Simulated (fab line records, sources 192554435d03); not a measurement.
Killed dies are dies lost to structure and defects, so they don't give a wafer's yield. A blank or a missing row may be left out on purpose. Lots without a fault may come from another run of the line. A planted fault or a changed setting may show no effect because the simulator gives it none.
Split-lot experiment | flow n5_finfet | 7 lots, 21 wafers read, on a route of 1938 steps

THE SPLIT
At N5_WELL_APT_COAT_02 (resist thk 950 nm), the setting spin_rpm was moved away from the recipe's 1357 rpm on 4 of the 21 wafers read, by -4.7% to +5.4%. The other wafers ran this setting at the recipe's value.

The reading is taken at the split's own step.

THE READING
coat_of_WELL_APT_COAT_02.thk_nm (the simulator's own value, which no gauge read), in nm, at N5_WELL_APT_COAT_02 (resist thk 950 nm). The file gives no usual value for it. The 17 wafers here that ran the recipe average 948.5 nm, standard deviation 3.7 nm.

wafer  | tool, chamber at the split | spin_rpm as run, rpm | against the recipe | coat_of_WELL_APT_COAT_02.thk_nm, nm | against lot-mates on the recipe
L076.3 | litho_track-01, 0          | 1357                 | recipe             | 945.9                               | -
L076.4 | litho_track-01, 0          | 1357                 | recipe             | 945.6                               | -
L076.6 | litho_track-01, 0          | 1357                 | recipe             | 943                                 | -
L079.1 | litho_track-02, 0          | 1357                 | recipe             | 949.1                               | -
L079.6 | litho_track-02, 0          | 1357                 | recipe             | 949.1                               | -
L079.4 | litho_track-02, 0          | 1357                 | recipe             | 944.8                               | -
L086.1 | litho_track-04, 0          | 1293                 | -4.7%              | 968.7                               | +21.2
L086.2 | litho_track-04, 0          | 1357                 | recipe             | 946.3                               | -
L086.3 | litho_track-04, 0          | 1357                 | recipe             | 948.8                               | -
L091.1 | litho_track-01, 0          | 1357                 | recipe             | 949.4                               | -
L091.2 | litho_track-01, 0          | 1306                 | -3.8%              | 967.3                               | +18.3
L091.4 | litho_track-01, 0          | 1357                 | recipe             | 948.6                               | -
L092.2 | litho_track-01, 0          | 1357                 | recipe             | 953.5                               | -
L092.4 | litho_track-01, 0          | 1357                 | recipe             | 954.7                               | -
L092.6 | litho_track-01, 0          | 1357                 | recipe             | 955.5                               | -
L094.1 | litho_track-01, 0          | 1357                 | recipe             | 945.1                               | -
L094.2 | litho_track-01, 0          | 1357                 | recipe             | 947.6                               | -
L094.6 | litho_track-01, 0          | 1357                 | recipe             | 943.6                               | -
L096.1 | litho_track-04, 0          | 1430                 | +5.4%              | 927.2                               | -26.0
L096.2 | litho_track-04, 0          | 1357                 | recipe             | 953.2                               | -
L096.6 | litho_track-04, 0          | 1430                 | +5.4%              | 927.9                               | -25.3

THE FIT
A straight line over all 21 wafers: coat_of_WELL_APT_COAT_02.thk_nm changes by -4.16 nm for each +1% of spin_rpm; r = -0.93; the points scatter about the line by 3.6 nm.
The same after taking each lot's own level away (the mean of its wafers on the recipe; 21 wafers): -4.72 nm for each +1%; r = -0.99; scatter 1.3 nm.
On that fit, the largest move of spin_rpm shifts the reading by 25 nm.
The lots' own levels span 944.83 to 954.57 nm, that is 2.6 times the standard deviation above.
So the lot-to-lot level changes the slope: the two fits differ.
Check: with one of the wafers moved furthest among these (+5.4%) left out of the fit, the line predicts -25.1 nm for it against its lot-mates. It came out at -26 nm against them.

THE FILE'S OWN FIT
coat_of_WELL_APT_COAT_02.thk_nm changes by -4.69 nm for each +1% of spin_rpm, r = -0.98.
